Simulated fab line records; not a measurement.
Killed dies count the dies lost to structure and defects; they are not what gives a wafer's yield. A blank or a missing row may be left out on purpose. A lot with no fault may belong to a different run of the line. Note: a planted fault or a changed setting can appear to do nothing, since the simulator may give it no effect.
A lot that was struck, set against a sound lot :: flow n5Finfet :: 36 steps out of a route of 1938
Sound: these wafers, L473.4, L473.5, L473.6. Struck: wafer L487.6. (L487.4 of the same lot was not struck and is left out.) The cause comes at the end.
Per side, at each step with rows, come the tool, then ch with its chambers, and then its first start. Under that, the readings that differ: sound wafers :: struck wafers :: difference of the means :: sigmas: that difference in standard deviations of wafers without a fault.
alike: a reading whose means differ by less than 2 such deviations, as well as words and numbers matching on both sides. not compared: withheld readings; readings where some wafer has no value; bounds like >300 that might hide an equal value; numbers whose values overlap and for which the record gives no deviation.
A row with sigmas, a row that says differs or no value, or rows on one side alone: a step with any of these is where the two part. Numbers that have no deviation but don't overlap get no sigmas and don't part them. A reading that every wafer of one side lacks parts them only if that side has two wafers or more.

first, 9 steps without rows for these wafers: N5_BEOL_M5_ANNEAL_89 (time 1800 s); N5_BEOL_M5_SPUTTER_90 (material Cu, target thk 4.5 nm, time 8.29 s); N5_BEOL_M5_ECD_50 (material Cu, target thk 300 nm); N5_BEOL_M5_ANNEAL_51 (time 90 s); N5_BEOL_M5_CMP_52 (polishes, stops on SiCOH lowk, t overpolish 6.9 s, target thk 62 nm); N5_BEOL_M5_PRE_CLEAN_77 (time 15 s); N5_BEOL_M5_CO_CAP_78 (material Co, precursor CCTBA/H2, target thk 2 nm, time 102.1 s); N5_BEOL_M5_PRE_CLEAN_55 (time 15 s); N5_BEOL_M5_DEP_56 (deposits SiCN from 3MS/NH3, target thk 8 nm, time 14 s).
N5_BEOL_M6_ILD_DEP_00: deposits SiCOH lowk from DEMS/porogen, target thk 179.75 nm, time 33.4 s.
  sound on pecvd-03 ch 0,1,2, day 9 02:14; struck on pecvd-03 ch 1, day 12 22:43
reading: model.SiCOH_lowk_of_BEOL_M6_ILD_DEP_00.thkNm (nm)
sound: 180.4 180.4 180.8
struck: 132.4
difference: -48.1
sigmas: 
  alike: heaterPowerW, showerheadPlenumPTorr, throttleValvePct
then, 1 step without rows for these wafers: N5_BEOL_M6_CURE_74 (cures SiCOH lowk, time 240 s).
N5_BEOL_M6_THK_MEAS_01:
  struck on filmMetro-01, day 12 23:16; sound on filmMetro-01, day 9 02:47
reading: M6_ILD_THK (nm)
sound: 155.5 155.5 155.9
struck: 113.9
difference: -41.7
sigmas: -22
then, 23 steps without rows for these wafers: N5_BEOL_M6_PECVD_70 (deposits SiO2 from TEOS/O2, target thk 20 nm, time 22.7 s); N5_BEOL_M6_HM_DEP_02 (deposits TiN, target thk 20 nm); N5_BEOL_M6_COAT_59 (time 60 s, resist thk 100 nm); N5_BEOL_M6_COAT_60 (time 60 s, resist thk 35 nm); N5_BEOL_M6_COAT_05 (resist thk 90 nm); N5_BEOL_M6_EBR_07; N5_BEOL_M6_SOFTBAKE_06 (time 60 s); N5_BEOL_M6_EXPOSE_08 (exposes mask M6); N5_BEOL_M6_PEB_09 (peb time 60 s); N5_BEOL_M6_DEVELOP_10 (develop time 30 s); N5_BEOL_M6_DESCUM_16 (chemistry O2, time 7.9 s); N5_BEOL_M6_ETCH_61 (etches SiARC in CF4, target depth 45.5 nm, time 75.8 s); N5_BEOL_M6_ETCH_62 (etches SOC in N2/H2, target depth 110 nm, overetch 22 nm, time 165 s); N5_BEOL_M6_STRIP_68 (strips in N2/H2); N5_BEOL_M6_STRIP_67 (strips in CF4); N5_BEOL_M6_HM_OPEN_17 (chemistry Cl2/BCl3, target TiN, target depth 20 nm, overetch 6 nm); N5_BEOL_M6_STRIP_19 (strips in O2); N5_BEOL_M6_COAT_63 (time 60 s, resist thk 60 nm); N5_BEOL_M6_COAT_64 (time 60 s, resist thk 12 nm); N5_BEOL_M6_COAT_71 (time 60 s, resist thk 5 nm); N5_BEOL_M6_COAT_22 (resist thk 30 nm); N5_BEOL_M6_EBR_24; N5_BEOL_M6_SOFTBAKE_23 (time 60 s).
N5_BEOL_M6_CMP_52: polishes, stops on SiCOH lowk, t overpolish 6.9 s, target thk 80 nm.
  sound on cmp-01 ch 1,2, day 9 11:43; struck on cmp-03 ch 2, day 13 08:30
reading: model.SiCOH_lowk_of_BEOL_M6_ILD_DEP_00.thkNm (nm)
sound: 152.6 152.6 152.8
struck: 110.8
difference: -41.9
sigmas: 
  alike: motorCurrentA
  not compared: padLifeWafers

== WHERE THEY PART ==
N5_BEOL_M6_THK_MEAS_01 only, going by this record. Later steps at which nothing parts them and some readings are alike: N5_BEOL_M6_CMP_52.

WHY: what had been put in by the simulator
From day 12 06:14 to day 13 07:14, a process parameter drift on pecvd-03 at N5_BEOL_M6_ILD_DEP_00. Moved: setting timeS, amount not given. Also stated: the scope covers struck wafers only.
